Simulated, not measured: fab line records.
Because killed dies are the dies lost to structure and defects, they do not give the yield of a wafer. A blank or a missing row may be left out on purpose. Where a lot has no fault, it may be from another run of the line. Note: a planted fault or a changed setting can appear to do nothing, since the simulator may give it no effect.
Matching of chambers    flow n5Finfet    N5_BEOL_M0_SAQP_MANDREL2_REMOVE_110 on rieSi-02: 4 sister chambers
The step chemistry HBr/Cl2/O2, target a-Si, stops on SiCN, bt time 10 s. 4 wafers are shown with their chamber, then 8 later ones without.

## WAFERS PAIRED WITH THEIR CHAMBERS
wafer   chamber  throttleValvePct (%)
L083.5  1        36.61
L085.3  3        36.25
L085.5  2        36.72
L087.1  0        36.87

## WAFERS WITH NO CHAMBER GIVEN
wafer   throttleValvePct (%)
L087.2  36.71
L087.3  36.25
L091.1  36.86
L091.2  36.25
L091.3  36.71
L092.2  36.61
L092.4  36.71
L092.6  36.73

## WHICH CHAMBER EACH ONE RAN IN
wafer   from the rows above  in truth
L087.2  2                    2
L087.3  3                    3
L091.1  0                    0
L091.2  3                    3
L091.3  2                    2
L092.2  1                    1
L092.4  2                    2
L092.6  2                    2
Placed correctly: 8 of 8. Number that these rows cannot place: 0. Placed wrongly: 0.
How it was worked out, from the rows above alone: a wafer's distance from a chamber is the root of the sum, over the readings, of the square of ((its reading less the chamber's mean) divided by the reading's scatter). If the next closest chamber is less than 2 further off than the closest, the wafer can't be placed; otherwise it belongs to the closest. For every chamber, the mean is computed from those of its wafers that are shown. The scatter: with one shown wafer a chamber, the root of the mean of the squares of how far each hidden wafer lies from its nearest shown one.
